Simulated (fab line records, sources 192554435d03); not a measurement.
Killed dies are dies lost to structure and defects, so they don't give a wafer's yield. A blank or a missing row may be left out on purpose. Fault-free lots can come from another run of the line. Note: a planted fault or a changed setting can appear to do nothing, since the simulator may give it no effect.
fab line records	flow n5Finfet
record: lots: 12	wafers: 30	lastDay: 17
route steps=1938 shown BEOL_M10@1529 BEOL_M11@1537 PASSIVATION@1936
lots with no fault: from the same line, run without faults
startH: hours from the record's opening day to when the first of the lot's shown wafers began	waitH: hours from the lot's prior step to this one	" as in the row above	L1.1+2: a single row standing in for several wafers	- value missing, or start not given	* or withheld: withheld	< > ~ a bound
route shown NAME@n: NAME is a module with steps in the file, n the number in the route of the first one	usual: the fault-free wafers' mean and standard deviation	same: alike in all rows	chamber/n: place in a boat	sites: the reading at each site	_std_site: standard deviation of those values	_edge_site: mean of outer sites minus mean of inner sites	radiusMm: how far each site lies from the wafer's centre	mask NAME#n: copy n	behind: the tool/chamber that last shaped the wafer	hold: reason for holding the lot/hours on hold/outcome of the hold	device: whichever transistor did not switch (one of n, p or np)	end of line: the route-end tests of the same wafers	a step given without rows: its recipe and nothing more	killed: not the wafer's yield, but the dies lost to structure and defects at the first sort	map: the dies of a wafer, with x for killed, . for not killed, _ for no die there
set.NAME: the setting as run; set.NAME@STEP: as run at that earlier step	model.NAME: the simulator's own value behind a step, which no gauge read
the route's steps for a sample of lots (tables are steps, rows are wafers)
services: when a tool's chamber went out of use (startH, in hours from the record's first day, below 0 if earlier), for how many hours, and the reason
== steps ==
step: N5_BEOL_M10_ANNEAL_51
recipe: tempC: 225	timeS: 90	ambient: N2
usual: wafer_temp_C_max: 226.30/0.27
lot.wafer	tool	chamber	startH	waitH	wafer_temp_C_max
L614.2	rtpAnneal-02	0	238.58	0.3	226.18
L614.3	"	0	"	"	226.13
L614.5	"	0	"	"	226.52
L623.1	rtpAnneal-01	0	300.29	0.1	226.42
L623.2	"	0	"	"	226.23
L623.5	"	0	"	"	226.48
L620.1	rtpAnneal-02	0	305.72	0.5	226.24
L620.3	"	0	"	"	226.24
L620.4	"	0	"	"	226.39
L621.1	rtpAnneal-02	0	306.52	0.1	226.24
L621.2	"	0	"	"	227.05
L621.4	"	0	"	"	226.61
L622.2	rtpAnneal-02	0	318.42	0.6	226.54
L622.5	"	0	"	"	226.22
L624.2	rtpAnneal-01	0	327.17	0.1	226.06
L624.6	"	0	"	"	226.08
L626.2	rtpAnneal-02	0	332.59	0.1	226.28
L626.4	"	0	"	"	226.20
L625.5	rtpAnneal-02	0	338.66	0.6	226.65
L625.6	"	0	"	"	226.42
L628.1	rtpAnneal-01	0	341.20	0.1	226.32
L628.4	"	0	"	"	225.90
L627.1	rtpAnneal-02	0	347.90	0.1	226.30
L627.5	"	0	"	"	226.33
L629.1	rtpAnneal-02	0	368.62	0.1	226.11
L629.3	"	0	"	"	226.23
L629.5	"	0	"	"	226.43
L633.1	rtpAnneal-02	0	371.23	0.2	226.45
L633.3	"	0	"	"	226.75
L633.5	"	0	"	"	226.62
step: N5_BEOL_M10_CMP_52
recipe: stopOn: SiCOH_lowk	tOverpolishS: 7	downForcePsi: 1	platenRpm: 50	clearingPlatenDownForcePsi: 1.5	clearingPlatenRpm: 50	postCmpClean: cuAlkaline	targetThkNm: 140	clearingPlatenPadVelocityMS: 0.99484	padVelocityMS: 0.99484
usual: barrierFieldEndpointS: 29.1/0.79	edgeZonePressureFrac: 1.000/0.0046	motorCurrentA: 6.2/0.68	overpolishRunS: 6.999/0.0094	timeToEndpointS: 67/3.3
lot.wafer	tool	chamber	startH	waitH	barrierFieldEndpointS	edgeZonePressureFrac	motorCurrentA	overpolishRunS	timeToEndpointS
L614.2	cmp-02	3	239.07	0.4	30.0	0.997	6.5	6.987	73
L614.3	"	0	"	"	27.3	1.002	7.3	6.985	65
L614.5	"	1	"	"	29.2	1.007	5.7	7.019	69
L623.1	cmp-02	3	300.62	0.3	30.4	1.002	6.5	6.990	72
L623.2	"	1	"	"	28.6	0.999	5.7	6.994	66
L623.5	"	3	"	"	29.9	0.996	6.6	7.003	69
L620.1	cmp-03	1	306.02	0.3	29.7	1.004	6.6	6.990	68
L620.4	"	2	"	"	29.2	1.001	5.1	6.999	67
L620.3	"	0	"	"	28.3	0.989	6.5	6.997	62
L621.4	cmp-03	2	306.93	0.2	29.8	1.004	5.3	7.008	67
L621.2	"	3	"	"	28.4	0.998	5.7	7.000	67
L621.1	"	1	"	"	28.4	1.008	6.5	7.005	66
L622.2	cmp-01	2	318.78	0.3	30.3	0.999	6.4	7.011	68
L622.5	"	3	"	"	29.8	1.000	6.2	7.001	61
L624.2	cmp-01	1	327.49	0.3	29.6	0.998	7.1	7.004	69
L624.6	"	0	"	"	29.4	0.997	5.9	6.993	72
L626.4	cmp-02	1	332.88	0.2	28.2	0.999	5.7	7.000	65
L626.2	"	3	"	"	28.9	1.002	6.8	6.999	66
L625.5	cmp-02	3	338.95	0.2	30.1	1.004	6.5	6.992	70
L625.6	"	0	"	"	29.1	1.005	7.2	6.992	61
L628.4	cmp-01	2	341.50	0.1	28.9	0.996	7.0	6.983	66
L628.1	"	1	"	"	29.1	0.998	7.4	7.012	70
L627.1	cmp-03	0	348.27	0.3	28.0	1.000	6.7	6.999	63
L627.5	"	3	"	"	29.7	0.996	5.8	6.992	66
L629.1	cmp-03	3	368.91	0.3	28.4	1.003	5.6	6.998	64
L629.3	"	1	"	"	28.2	0.991	6.2	7.009	64
L629.5	"	0	"	"	28.6	0.993	6.5	7.004	60
L633.3	cmp-03	2	371.52	0.2	28.6	1.001	5.6	7.001	68
L633.1	"	3	"	"	28.8	0.998	5.8	7.006	65
L633.5	"	3	"	"	28.5	0.995	5.5	7.014	66
step: N5_BEOL_M11_CURE_71
recipe: tempC: 385	timeS: 240	ambient: He/Ar	material: SiCOH_lowk
usual: lampPowerPct: 52.31/0.057	runLengthS: 285.7/0.97	wafer_temp_C_max: 387.0/0.56
lot.wafer	tool	chamber	startH	waitH	lampPowerPct	runLengthS	wafer_temp_C_max
L614.2	uvCure-01	0	239.64	0.1	52.33	285.8	385.7
L614.3	"	0	"	"	52.21	285.3	386.3
L614.5	"	0	"	"	52.18	285.5	386.5
L623.1	uvCure-01	1	301.15	0.0	52.35	285.7	386.6
L623.2	"	1	"	"	52.35	285.6	386.6
L623.5	"	1	"	"	52.28	285.6	387.0
L620.1	uvCure-01	1	306.59	0.0	52.33	286.3	387.3
L620.3	"	1	"	"	52.25	285.8	386.7
L620.4	"	1	"	"	52.37	286.1	386.8
L621.1	uvCure-01	0	307.53	0.1	52.45	285.3	386.5
L621.2	"	0	"	"	52.42	285.4	386.7
L621.4	"	0	"	"	52.47	286.3	386.5
L622.2	uvCure-02	0	319.35	0.2	52.25	285.1	386.5
L622.5	"	0	"	"	52.25	285.4	387.2
L624.2	uvCure-01	1	328.35	0.1	52.29	285.7	386.8
L624.6	"	1	"	"	52.38	286.3	386.8
L626.2	uvCure-02	0	333.55	0.2	52.23	284.9	386.7
L626.4	"	0	"	"	52.25	284.9	386.7
L625.5	uvCure-02	0	339.68	0.3	52.26	285.4	386.9
L625.6	"	0	"	"	52.30	285.5	386.6
L628.1	uvCure-02	0	342.07	0.0	52.39	285.4	386.2
L628.4	"	0	"	"	52.24	285.0	386.8
L627.1	uvCure-01	2	348.76	0.0	52.29	285.3	386.6
L627.5	"	2	"	"	52.32	285.3	386.2
L629.1	uvCure-03	2	369.52	0.0	-	-	-
L629.3	"	2	"	"	-	-	-
L629.5	"	2	"	"	-	-	-
L633.1	uvCure-01	1	372.09	0.0	-	-	-
L633.3	"	1	"	"	-	-	-
L633.5	"	1	"	"	-	-	-
step: N5_BEOL_M11_THK_MEAS_01
recipe: reads: SiCOH_lowk_of_BEOL_M11_ILD_DEP_00
usual: M11_ILD_THK: 268/4.1
lot.wafer	tool	chamber	startH	waitH	M11_ILD_THK[nm]
L614.2	filmMetro-02	-	240.08	0.4	267
L614.3	"	-	"	"	266
L614.5	"	-	"	"	273
L623.1	filmMetro-02	-	301.67	0.4	265
L623.2	"	-	"	"	264
L623.5	"	-	"	"	272
L620.1	filmMetro-01	-	307.10	0.4	260
L620.3	"	-	"	"	263
L620.4	"	-	"	"	266
L621.1	filmMetro-01	-	308.05	0.4	261
L621.2	"	-	"	"	266
L621.4	"	-	"	"	272
L622.2	filmMetro-01	-	319.78	0.4	257
L622.5	"	-	"	"	266
L624.2	filmMetro-01	-	328.79	0.4	263
L624.6	"	-	"	"	273
L626.2	filmMetro-01	-	333.98	0.4	272
L626.4	"	-	"	"	266
L625.5	filmMetro-01	-	339.88	0.1	269
L625.6	"	-	"	"	273
L628.1	filmMetro-02	-	342.58	0.4	266
L628.4	"	-	"	"	264
L627.1	filmMetro-01	-	349.28	0.4	268
L627.5	"	-	"	"	273
L629.1	filmMetro-01	-	370.03	0.4	308
L629.3	"	-	"	"	301
L629.5	"	-	"	"	313
L633.1	filmMetro-01	-	372.61	0.4	306
L633.3	"	-	"	"	314
L633.5	"	-	"	"	310
step: N5_BEOL_M11_PECVD_70
recipe: material: SiO2	targetThkA: 200	tempC: 400	precursor: TEOS/O2	pressureTorr: 5.5	rfW: 450	teosFlowSccm: 53.8	gas: O2	flowSccm: 3000	timeS: 22.7
usual: chamberPressureTorr: 5.500/0.012	heaterPowerW: 764/130	showerheadPlenumPTorr: 8.82/0.034	susceptorTempC: 400.03/0.2	throttleValvePct: 22.9/1
lot.wafer	tool	chamber	startH	waitH	chamberPressureTorr	heaterPowerW	showerheadPlenumPTorr	susceptorTempC	throttleValvePct
L614.2	pecvd-01	1	240.11	0.0	5.491	972	8.78	399.79	24.1
L614.3	"	2	"	"	5.523	861	8.79	399.53	21.7
L614.5	"	2	"	"	5.500	879	8.79	399.74	22.1
L623.1	pecvd-03	2	301.70	0.0	5.504	754	8.82	400.33	22.0
L623.2	"	0	"	"	5.485	684	8.88	400.00	22.6
L623.5	"	0	"	"	5.507	671	8.91	400.26	22.6
L620.1	pecvd-01	0	307.14	0.0	5.484	705	8.87	400.18	23.9
L620.3	"	2	"	"	5.495	867	8.77	399.93	22.0
L620.4	"	2	"	"	5.503	901	8.80	400.54	22.1
L621.1	pecvd-01	1	308.08	0.0	5.498	918	8.79	400.14	24.4
L621.2	"	0	"	"	5.496	731	8.86	399.66	23.8
L621.4	"	0	"	"	5.507	715	8.86	399.84	24.1
L622.2	pecvd-01	0	319.82	0.0	5.506	721	8.85	399.92	23.7
L622.5	"	2	"	"	5.507	862	8.79	399.85	22.1
L624.2	pecvd-03	1	328.82	0.0	5.481	539	8.83	399.87	22.7
L624.6	"	0	"	"	5.515	588	8.87	400.46	22.2
L626.2	pecvd-02	0	334.02	0.0	5.503	711	8.87	399.69	22.7
L626.4	"	1	"	"	5.498	559	8.80	400.11	23.7
L625.5	pecvd-01	0	339.93	0.1	5.500	694	8.88	400.32	23.7
L625.6	"	1	"	"	5.513	970	8.79	399.73	24.5
L628.1	pecvd-03	2	342.62	0.0	5.502	657	8.80	399.94	22.2
L628.4	"	1	"	"	5.501	628	8.82	400.38	22.4
L627.1	pecvd-01	1	349.31	0.0	5.505	1052	8.78	400.22	24.4
L627.5	"	2	"	"	5.505	860	8.78	400.20	21.9
L629.1	pecvd-02	1	370.07	0.0	5.509	656	8.79	399.76	23.9
L629.3	"	2	"	"	5.502	707	8.82	399.79	21.6
L629.5	"	2	"	"	5.502	682	8.79	399.92	21.9
L633.1	pecvd-02	0	372.64	0.0	5.508	750	8.86	400.08	22.8
L633.3	"	1	"	"	5.508	632	8.82	399.92	23.9
L633.5	"	0	"	"	5.508	750	8.88	400.08	22.8
step: N5_PASSIVATION_PROBE_49
usual: defectLimitedYield: 91.2/1.4	killed_at_M0_to_M3: 34/9.3	killed_at_M4_up: 14/5.9	killedAtContacts: 14/5.7	killedAtFrontEnd: 38/10	killedAtOther: 4/3.2	killedDies: 104/17	killedOpen: 67/13	killedShort: 33/6.9	sort_bin_5_function: 5.2/1	sort_bin_6_memory: 3.3/0.61	sort_bin_8_speed: 0.3/1.8	sortNPass: 1069/52
same: grossDies: 1180	killedAtBackSide: 0	sort_bin_4_leakage[%]: 0
lot.wafer	tool	chamber	startH	waitH	defectLimitedYield[%]	killed_at_M0_to_M3	killed_at_M4_up	killedAtContacts	killedAtFrontEnd	killedAtOther	killedDies	killedOpen	killedShort	sort_bin_5_function[%]	sort_bin_6_memory[%]	sort_bin_8_speed[%]	sortNPass
L629.1	prober-02	-	416.73	0.0	87.5	49	17	11	36	34	147	79	32	8.1	3.9	0	1033
L629.3	prober-02	-	416.83	0.1	88.6	51	10	18	22	34	135	67	39	7.1	4.1	0	1045
L633.5	prober-02	-	417.98	0.2	85.2	33	15	31	57	39	175	89	44	9.9	4.4	0	1005
killed by level:class
L629.1 PASSIVATION:areaEtch=34 STI_FIN_REVEAL:geometricParticle:open=13 BEOL_M3:geometricParticle:open=12 BEOL_M0_SAQP:geometricParticle:open=10 MOL_CONTACT_COAG:geometricParticle:open=8 BEOL_M5:geometricParticle:open=7 FIN_SAQP:geometricParticle:short=6 BEOL_M0_SAQP:geometricParticle:short=6
L629.3 PASSIVATION:areaEtch=23 MOL_CONTACT_COAG:geometricParticle:open=17 BEOL_M1:geometricParticle:open=17 BEOL_M0_SAQP:geometricParticle:short=9 BEOL_M2:geometricParticle:open=7 BEOL_M1:geometricParticle:short=6 BEOL_M4:geometricParticle:open=5 GATE_CUT:geometricParticle:short=4
L633.5 PASSIVATION:areaEtch=35 MOL_CONTACT_COAG:geometricParticle:open=25 FIN_SAQP:geometricParticle:open=20 FIN_SAQP:geometricParticle:short=13 BEOL_M0_SAQP:geometricParticle:short=11 ILD0:geometricParticle:open=7 BEOL_M0_SAQP:geometricParticle:open=7 STI_FIN_REVEAL:geometricParticle:open=5
== services ==
tool	chamber	startH	hours	kind
cmp-01	-	216.58	4.6	pm
uvCure-01	-	217.17	13.8	repair
cmp-02	-	224.69	1.6	repair
cmp-03	-	227.34	4.0	pm
cmp-03	-	231.34	-	consumableReplace:conditioner
cmp-03	-	231.34	-	consumableReplace:pad
cmp-01	-	235.07	4.0	pm
cmp-03	-	239.45	0.9	repair
uvCure-03	-	242.79	2.1	pm
cmp-01	-	243.20	0.8	repair
pecvd-02	-	243.26	0.3	repair
pecvd-03	-	246.62	0.8	repair
pecvd-01	2	284.92	5.5	scheduledDown
cmp-02	-	295.18	1.3	repair
pecvd-02	0	305.05	5.5	scheduledDown
cmp-01	-	305.16	2.4	repair
cmp-02	-	305.50	7.7	pm
uvCure-03	-	331.72	6.1	repair
cmp-01	-	350.13	2.1	repair
uvCure-02	-	352.21	2.4	repair
uvCure-01	-	352.35	2.4	repair
pecvd-01	1	355.77	5.0	repair
uvCure-03	-	359.77	7.5	pm
cmp-02	-	370.34	6.5	repair
== key ==
firstSign: step: N5_BEOL_M11_CURE_71	reading: toolRecord	direction: missing
effect: step: N5_BEOL_M11_THK_MEAS_01	reading: M11_ILD_THK	direction: up	sigmas: 10	usual: 268	struck: 309
metAt N5_BEOL_M11_CURE_71
struckLots L629,L633
baselineLoss: step: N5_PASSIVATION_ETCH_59	wafers: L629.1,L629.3
baselineLoss: step: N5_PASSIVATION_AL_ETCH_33	wafers: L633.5
notActingAt N5_BEOL_M10_ANNEAL_51,N5_BEOL_M10_CMP_52,N5_BEOL_M11_PECVD_70
onsetBetween 348.76 369.52
fault: kind: skippedStepWhole	tool: uvCure-01,uvCure-03	chamber: -	onsetH: 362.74	steps: N5_BEOL_M11_CURE_71	scope: struckLotsOnly
baselineLoss: these wafers lose ten dies or more at that step, a loss of the line's own and not of a fault; the sort's usual values leave them out
